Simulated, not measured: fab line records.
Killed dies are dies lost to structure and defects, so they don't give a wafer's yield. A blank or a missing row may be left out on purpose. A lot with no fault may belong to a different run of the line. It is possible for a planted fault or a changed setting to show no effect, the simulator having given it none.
Which of the tools did it? | flow nandHarc | Sampling: 6 lots, 18 wafers, 5 of 1159 route steps

WHAT EACH GAUGE READ, for each wafer
NHARC_END_SORT_01.
lot  | measured     | on        | killedAtArray
L740 | day 23 11:49 | prober-01 | 677 676 675

WHAT TOOL EACH LOT RAN ON (gives the tool, then ch and the chambers of the sampled wafers, and finally the start)
lot  | NHARC_A_CHANNEL_HOLE_D1_ETCH_20 | NHARC_A_CHANNEL_HOLE_D1_ETCH_23 | NHARC_A_CHANNEL_FILL_D1_ETCHBACK_20 | NHARC_A_CHANNEL_FILL_D1_ALD_25
L730 | harEtch-01 ch 0,1, day 9 01:51  | harEtch-01 ch 0,1, day 9 03:11  | rieDiel-13 ch 0,1, day 10 11:31     | aldHk-02 ch 2,3, day 11 03:03
L733 | harEtch-02 ch 0,1, day 10 01:14 | harEtch-02 ch 0,1, day 10 02:38 | rieDiel-04 ch 0,1, day 11 09:47     | aldHk-02 ch 1,2,3, day 11 22:07
L737 | harEtch-02 ch 0,1, day 10 22:15 | harEtch-02 ch 0,1, day 10 23:37 | rieDiel-13 ch 0,2, day 12 05:41     | aldHk-01 ch 2,3, day 12 17:52
L740 | harEtch-02 ch 0,1, day 12 13:51 | harEtch-02 ch 0,1, day 12 15:14 | rieDiel-13 ch 0,3, day 13 20:17     | aldHk-04 ch 0,1,3, day 14 10:35
L746 | harEtch-02 ch 0,1, day 13 08:11 | harEtch-02 ch 0,1, day 13 09:34 | rieDiel-11 ch 0,1,3, day 14 14:02   | aldHk-04 ch 0,2,3, day 15 02:07
L749 | harEtch-02 ch 0,1, day 14 05:31 | harEtch-02 ch 0,1, day 14 06:57 | rieDiel-04 ch 0,3, day 15 14:42     | aldHk-01 ch 2,3, day 16 02:31
- NHARC_A_CHANNEL_HOLE_D1_ETCH_20: etches the open film in C4F8/O2/Ar, time 361.9 s, target depth 1600 nm.
- NHARC_A_CHANNEL_HOLE_D1_ETCH_23: etches the open film in C4F8/O2/Ar, time 819 s, target depth 1600 nm.
- NHARC_A_CHANNEL_FILL_D1_ETCHBACK_20: etches the open film in C4F8/O2/Ar, target depth 27 nm, time 13.5 s.
- NHARC_A_CHANNEL_FILL_D1_ALD_25: deposits SiOx, target thk 60 nm, pulse time 10 s, ald cycles 600.

THE ANSWER, worked out from the rows above alone
Rule: the lots themselves supply what counts as usual. The widest of any qualifying gaps counts: lots, ordered by their means at a reading, are off when they make up no more than a third of the lots, leave a main group of 4 or more, and stand apart from it by 3 or more times the standard deviation of that group's means. A main group whose means are all the same, to the digits that the tables above print for the reading, isn't used. Also off: a lot with no number at a reading for which 4 or more lots have one. The other lots that the step has rows for count as sound.
Nothing can be told from this: no lot is off at any reading shown.

WHAT THE SIMULATOR PUT IN
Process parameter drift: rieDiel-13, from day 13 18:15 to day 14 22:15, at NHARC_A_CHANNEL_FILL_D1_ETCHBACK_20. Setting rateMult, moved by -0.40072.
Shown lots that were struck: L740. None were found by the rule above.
